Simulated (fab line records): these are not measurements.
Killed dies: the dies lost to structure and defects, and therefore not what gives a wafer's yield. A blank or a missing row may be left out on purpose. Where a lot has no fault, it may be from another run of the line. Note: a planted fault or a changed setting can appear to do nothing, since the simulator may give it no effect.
fab line records | flow n5_finfet
record: lots: 6 | wafers: 18 | last_day: 18
route steps=1938 shown BEOL_M14@1768 BEOL_M15@1773
lots with no fault: from the same line, run without faults
start_h: the number of hours between the record's first day and the start of the first shown wafer of the lot | wait_h: hours from the lot's prior step to this one | " repeats the value in the row above | L1.1+2: one row covering several wafers at once | - value missing, or start not given | * or withheld: withheld | < > ~ a bound
route shown NAME@n: NAME is a module with steps in the file, n the number in the route of the first one | usual: average and standard deviation across the fault-free wafers | same: alike in all rows | chamber/n: place in a boat | sites: per-site readings | _std_site: the values' standard deviation | _edge_site: the outer-site mean with the inner-site mean subtracted | radius_mm: for every site, how far away it sits from the centre of the wafer | mask NAME#n: copy n | behind: the tool/chamber that last shaped the wafer | hold: why the lot went on hold/how many hours it stayed there/how the hold came to an end | device: which transistor (n, p or np) failed to switch | end of line: the route-end tests of the same wafers | step lacking rows: just its recipe | killed: the dies lost at the first sort to structure and to defects; this is not the yield of the wafer | map: dies across one wafer; x = killed, . = not, _ = none there
set.NAME: the setting as run; set.NAME@STEP: as run at that earlier step | model.NAME: the simulator's own value behind a step, which no gauge read
a table for each step, a row for each wafer; lots at some steps of the route
services: a tool's chamber out of use, with start hour (start_h, from the record's first day; less than 0 if before it), hours out, and reason
== steps ==
step: N5_BEOL_M14_THK_MEAS_50
recipe: thk_meas_gauge: xrf | reads: Cu_of_BEOL_M14_ECD_47
usual: M14_THK: 571/9.1
lot.wafer | tool          | chamber | start_h | wait_h | M14_THK[nm]
L875.1    | film_metro-01 | -       | 319.78  | -      | 579
L875.4    | "             | -       | "       | "      | 580
L875.5    | "             | -       | "       | "      | 577
L876.2    | film_metro-02 | -       | 320.21  | -      | 573
L876.3    | "             | -       | "       | "      | 548
L876.6    | "             | -       | "       | "      | 574
L877.2    | film_metro-01 | -       | 340.59  | -      | 580
L877.3    | "             | -       | "       | "      | 589
L877.4    | "             | -       | "       | "      | 588
L884.1    | film_metro-02 | -       | 361.78  | -      | 568
L884.2    | "             | -       | "       | "      | 573
L884.5    | "             | -       | "       | "      | 576
L888.1    | film_metro-01 | -       | 393.95  | -      | 567
L888.5    | "             | -       | "       | "      | 569
L888.6    | "             | -       | "       | "      | 574
L889.1    | film_metro-02 | -       | 404.22  | -      | 573
L889.3    | "             | -       | "       | "      | 575
L889.6    | "             | -       | "       | "      | 590
step: N5_BEOL_M14_PRE_CLEAN_52
recipe: gas: NH3 | time_s: 15 | temp_c: withheld | rf_power_w: 300
step: N5_BEOL_M14_DEP_53
recipe: material: SiCN | target_thk_a: 500 | temp_c: withheld | precursor: 3MS/NH3 | pressure_torr: 3 | rf_w: 675 | time_s: 17.8
usual: showerhead_plenum_p_Torr: 4.153/0.018 | throttle_valve_pct: 18.3/0.97
lot.wafer | tool     | chamber | start_h | wait_h | showerhead_plenum_p_Torr | throttle_valve_pct
L875.1    | pecvd-04 | 2       | 319.84  | 0.0    | 4.132                    | 18.6
L875.4    | "        | 1       | "       | "      | 4.165                    | 17.1
L875.5    | "        | 2       | "       | "      | 4.138                    | 18.8
L876.2    | pecvd-04 | 0       | 320.27  | 0.0    | 4.179                    | 18.8
L876.3    | "        | 2       | "       | "      | 4.140                    | 18.9
L876.6    | "        | 0       | "       | "      | 4.192                    | 18.5
L877.2    | pecvd-01 | 1       | 340.65  | 0.0    | 4.132                    | 20.4
L877.3    | "        | 2       | "       | "      | 4.178                    | 17.2
L877.4    | "        | 1       | "       | "      | 4.140                    | 20.8
L884.1    | pecvd-04 | 2       | 361.84  | 0.0    | 4.145                    | 19.0
L884.2    | "        | 1       | "       | "      | 4.157                    | 17.2
L884.5    | "        | 1       | "       | "      | 4.155                    | 17.4
L888.1    | pecvd-04 | 0       | 394.03  | 0.0    | 4.173                    | 18.3
L888.5    | "        | 2       | "       | "      | 4.141                    | 19.3
L888.6    | "        | 0       | "       | "      | 4.177                    | 18.4
L889.1    | pecvd-03 | 2       | 404.28  | 0.0    | 4.127                    | 18.3
L889.3    | "        | 0       | "       | "      | 4.146                    | 19.0
L889.6    | "        | 2       | "       | "      | 4.121                    | 18.3
step: N5_BEOL_M14_RS_MEAS_54
recipe: thk_meas_gauge: four-point-probe | reads: Cu_of_BEOL_M14_ECD_47+Ta_of_BEOL_M14_SPUTTER_44+TaN_of_BEOL_M14_SPUTTER_43
usual: M14_RS: 0.0331/0.00048
lot.wafer | tool          | chamber | start_h | wait_h | M14_RS[ohm/sq]
L875.1    | film_metro-02 | -       | 319.91  | 0.0    | 0.0329
L875.4    | "             | -       | "       | "      | 0.0327
L875.5    | "             | -       | "       | "      | 0.0330
L876.2    | film_metro-01 | -       | 320.34  | 0.1    | 0.0325
L876.3    | "             | -       | "       | "      | 0.0340
L876.6    | "             | -       | "       | "      | 0.0325
L877.2    | film_metro-01 | -       | 340.72  | 0.1    | 0.0333
L877.3    | "             | -       | "       | "      | 0.0325
L877.4    | "             | -       | "       | "      | 0.0327
L884.1    | film_metro-02 | -       | 361.91  | 0.0    | 0.0333
L884.2    | "             | -       | "       | "      | 0.0329
L884.5    | "             | -       | "       | "      | 0.0328
L888.1    | film_metro-01 | -       | 394.11  | 0.1    | 0.0332
L888.5    | "             | -       | "       | "      | 0.0335
L888.6    | "             | -       | "       | "      | 0.0331
L889.1    | film_metro-01 | -       | 404.35  | 0.0    | 0.0329
L889.3    | "             | -       | "       | "      | 0.0326
L889.6    | "             | -       | "       | "      | 0.0322
step: N5_BEOL_M14_INSPECT_55
recipe: inspect_instrument: darkfield | mode: post_dep
usual: raw_defect_count: 69/24
lot.wafer | tool              | chamber | start_h | wait_h | raw_defect_count
L875.1    | defect_inspect-01 | -       | 319.93  | 0.0    | 55
L875.4    | "                 | -       | "       | "      | 35
L875.5    | "                 | -       | "       | "      | 65
L876.2    | defect_inspect-02 | -       | 320.36  | 0.0    | 36
L876.3    | "                 | -       | "       | "      | 62
L876.6    | "                 | -       | "       | "      | 59
L877.2    | defect_inspect-02 | -       | 340.75  | 0.0    | 53
L877.3    | "                 | -       | "       | "      | 79
L877.4    | "                 | -       | "       | "      | 53
L884.1    | defect_inspect-02 | -       | 361.93  | 0.0    | 71
L884.2    | "                 | -       | "       | "      | 95
L884.5    | "                 | -       | "       | "      | 46
L888.1    | defect_inspect-02 | -       | 394.14  | 0.0    | 49
L888.5    | "                 | -       | "       | "      | 79
L888.6    | "                 | -       | "       | "      | 60
L889.1    | defect_inspect-01 | -       | 404.37  | 0.0    | 59
L889.3    | "                 | -       | "       | "      | 86
L889.6    | "                 | -       | "       | "      | 62
step: N5_BEOL_M15_ILD_DEP_00
recipe: material: SiO2 | target_thk_a: 16293 | temp_c: 400 | precursor: TEOS/O2 | pressure_torr: 6.5 | rf_w: 900 | teos_flow_sccm: 161.4 | gas: O2 | flow_sccm: 2650 | time_s: 346.1
usual: heater_power_w: 508/73 | showerhead_plenum_p_Torr: 8.335/0.029 | throttle_valve_pct: 18.8/1.1
lot.wafer | tool     | chamber | start_h | wait_h | heater_power_w | showerhead_plenum_p_Torr | throttle_valve_pct
L875.1    | pecvd-02 | 0       | 319.97  | 0.0    | 564            | 8.407                    | 18.3
L875.4    | "        | 2       | "       | "      | 532            | 8.352                    | 18.7
L875.5    | "        | 0       | "       | "      | 656            | 8.394                    | 18.5
L876.2    | pecvd-02 | 1       | 320.40  | 0.0    | 505            | 8.324                    | 18.3
L876.3    | "        | 2       | "       | "      | 532            | 8.328                    | 18.7
L876.6    | "        | 1       | "       | "      | 391            | 8.347                    | 18.2
L877.2    | pecvd-02 | 0       | 340.78  | 0.0    | 630            | 8.374                    | 18.1
L877.3    | "        | 2       | "       | "      | 447            | 8.333                    | 18.9
L877.4    | "        | 0       | "       | "      | 677            | 8.377                    | 18.3
L884.1    | pecvd-01 | 0       | 361.97  | 0.0    | 454            | 8.311                    | 19.0
L884.2    | "        | 2       | "       | "      | 493            | 8.383                    | 18.0
L884.5    | "        | 2       | "       | "      | 560            | 8.353                    | 17.5
L888.1    | pecvd-03 | 2       | 394.17  | 0.0    | 433            | 8.290                    | 18.3
L888.5    | "        | 2       | "       | "      | 526            | 8.298                    | 18.8
L888.6    | "        | 1       | "       | "      | 585            | 8.291                    | 17.9
L889.1    | pecvd-01 | 1       | 404.41  | 0.0    | 505            | 8.313                    | 21.1
L889.3    | "        | 0       | "       | "      | 485            | 8.324                    | 19.3
L889.6    | "        | 2       | "       | "      | 422            | 8.389                    | 17.9
step: N5_BEOL_M15_THK_MEAS_01
recipe: reads: SiO2_of_BEOL_M15_ILD_DEP_00
usual: M15_ILD_THK: 1636/20
lot.wafer | tool          | chamber | start_h | wait_h | M15_ILD_THK[nm]
L875.1    | film_metro-02 | -       | 320.22  | 0.1    | 1617
L875.4    | "             | -       | "       | "      | 1625
L875.5    | "             | -       | "       | "      | 1617
L876.2    | film_metro-01 | -       | 320.65  | 0.1    | 1646
L876.3    | "             | -       | "       | "      | 1637
L876.6    | "             | -       | "       | "      | 1653
L877.2    | film_metro-02 | -       | 341.03  | 0.1    | 1640
L877.3    | "             | -       | "       | "      | 1666
L877.4    | "             | -       | "       | "      | 1680
L884.1    | film_metro-02 | -       | 362.22  | 0.1    | 1635
L884.2    | "             | -       | "       | "      | 1612
L884.5    | "             | -       | "       | "      | 1665
L888.1    | film_metro-01 | -       | 394.44  | 0.2    | 1622
L888.5    | "             | -       | "       | "      | 1633
L888.6    | "             | -       | "       | "      | 1649
L889.1    | film_metro-02 | -       | 404.66  | 0.1    | 1618
L889.3    | "             | -       | "       | "      | 1622
L889.6    | "             | -       | "       | "      | 1630
step: N5_BEOL_M15_COAT_58
recipe: resist: BARC | temp_c: 205 | time_s: 60 | spin_rpm: 1500 | resist_thk_nm: 89
step: N5_BEOL_M15_COAT_04
recipe: spin_rpm: 1704 | resist_thk_nm: 800
step: N5_BEOL_M15_EBR_06
recipe: solvent: PGMEA | ebr_width_mm: 1.5
step: N5_BEOL_M15_SOFTBAKE_05
recipe: temp_c: 130 | time_s: 60
step: N5_BEOL_M15_EXPOSE_07
recipe: mask_id: V14 | na: 0.8 | source_shape: annular | sigma_inner: 0.5 | sigma_outer: 0.8 | polarization: unpolarized | attpsm_phase_deg: 180 | dose_mj: 41.25
step: N5_BEOL_M15_PEB_08
recipe: peb_temp_c: 130 | peb_time_s: 90
usual: chill_plate_temp_C: 23.01/0.12 | exhaust_pa: 45.1/0.87 | plate_temp_C: 129.98/0.14
lot.wafer | tool           | chamber | start_h | wait_h | chill_plate_temp_C | exhaust_pa | plate_temp_C
L875.1    | litho_track-03 | -       | 320.53  | 0.1    | -                  | -          | -
L875.4    | "              | -       | "       | "      | -                  | -          | -
L875.5    | "              | -       | "       | "      | -                  | -          | -
L876.2    | litho_track-03 | -       | 320.86  | 0.0    | -                  | -          | -
L876.3    | "              | -       | "       | "      | -                  | -          | -
L876.6    | "              | -       | "       | "      | -                  | -          | -
L877.2    | litho_track-03 | 0       | 341.35  | 0.0    | 23.14              | 44.8       | 130.08
L877.3    | "              | 0       | "       | "      | 23.07              | 44.7       | 130.18
L877.4    | "              | 0       | "       | "      | 23.04              | 45.0       | 130.11
L884.1    | litho_track-03 | 0       | 362.54  | 0.1    | 23.18              | 46.8       | 130.06
L884.2    | "              | 0       | "       | "      | 22.99              | 45.2       | 130.12
L884.5    | "              | 0       | "       | "      | 22.99              | 46.8       | 130.30
L888.1    | litho_track-03 | 0       | 394.63  | 0.1    | 22.92              | 45.6       | 129.87
L888.5    | "              | 0       | "       | "      | 22.96              | 46.1       | 129.91
L888.6    | "              | 0       | "       | "      | 22.99              | 45.8       | 130.12
L889.1    | litho_track-04 | 0       | 404.97  | 0.1    | 22.95              | 46.0       | 130.23
L889.3    | "              | 0       | "       | "      | 22.81              | 46.1       | 129.97
L889.6    | "              | 0       | "       | "      | 22.98              | 46.3       | 130.07
step: N5_BEOL_M15_DEVELOP_09
recipe: develop_time_s: 45 | rinse_liquid: diw | dry: air_spin | dev_temp_c: 21
== services ==
tool     | chamber | start_h | hours | kind
pecvd-03 | 0       | 296.00  | 7.2   | repair
pecvd-04 | 1       | 297.78  | 5.5   | scheduled_down
pecvd-03 | 2       | 318.15  | 4.3   | repair
pecvd-01 | 0       | 353.33  | 2.1   | scheduled_down
pecvd-03 | -       | 363.53  | 2.8   | pm
pecvd-03 | 0       | 370.12  | 2.1   | scheduled_down
pecvd-01 | 1       | 370.45  | 5.5   | scheduled_down
pecvd-04 | 1       | 383.62  | -     | clean
pecvd-04 | 1       | 383.62  | -     | consumable_replace:showerhead
pecvd-04 | 1       | 383.62  | 29.0  | scheduled_down
pecvd-04 | 1       | 383.62  | 29.0  | vent_cycle
== key ==
first_sign: step: N5_BEOL_M15_PEB_08 | reading: tool_record | direction: missing
effect none on later readings
met_at N5_BEOL_M15_PEB_08
struck_wafers L875.1,L875.4,L875.5,L876.2,L876.3,L876.6
later_rows_left_out L875.1,L875.4,L875.5,L876.2,L876.3,L876.6
sort_left_out L875.1,L875.4,L875.5,L876.2,L876.3,L876.6
fault: kind: skipped_step_whole | tool: litho_track-03 | chamber: - | onset_h: 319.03 | steps: N5_BEOL_M15_PEB_08 | scope: struck_lots_only
sort_left_out: the simulated sort isn't trusted on such a fault, so these wafers' sort isn't shown, and their yield isn't known
later_rows_left_out: the simulator's readings of these wafers behind a module that went badly wrong aren't trusted and aren't shown, but for the sort
